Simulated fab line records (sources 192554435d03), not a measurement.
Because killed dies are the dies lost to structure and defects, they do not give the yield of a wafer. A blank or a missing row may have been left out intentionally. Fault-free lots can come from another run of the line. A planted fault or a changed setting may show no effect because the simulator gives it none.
Matching of chambers | flow n5Finfet | aldMetal-02 running N5_HKMG_FIN_ALD_91: 4 sister chambers
The step deposits TiN, target thk 1 nm, pulse time 1 s, purge time 3 s. 4 wafers are shown with their chamber, then 8 later ones without.

WAFERS PAIRED WITH THEIR CHAMBERS
wafer  | chamber | heaterPowerW (W)
L076.3 | 0       | 962
L086.2 | 3       | 725
L086.3 | 1       | 971
L089.1 | 2       | 880

WAFERS MISSING THEIR CHAMBER
wafer  | heaterPowerW (W)
L089.2 | 960
L089.6 | 878
L093.2 | 957
L093.5 | 717
L093.6 | 978
L096.3 | 862
L096.4 | 967
L096.5 | 932

EACH ONE'S CHAMBER
wafer  | from the rows above          | in truth
L089.2 | can't be placed: 0 or 1      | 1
L089.6 | 2                            | 2
L093.2 | can't be placed: 0 or 1      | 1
L093.5 | 3                            | 3
L093.6 | can't be placed: 1 or 0      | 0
L096.3 | 2                            | 2
L096.4 | can't be placed: 1 or 0      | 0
L096.5 | can't be placed: 0 or 1 or 2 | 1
Correct placement for 3 of the 8. Unplaceable from these rows: 5, with the true chamber sitting among the candidates in 5. 0 placed wrongly.
How it was worked out, from the rows above alone: a wafer's distance from a chamber is the root of the sum, over the readings, of the square of ((its reading less the chamber's mean) divided by the reading's scatter). The wafer belongs to the nearest chamber; if the next one is less than 2 further off, it can't be placed. For every chamber, the mean is computed from those of its wafers that are shown. The scatter (one wafer shown for each chamber): square how far every hidden wafer sits from the nearest shown wafer, average those squares and take the square root.
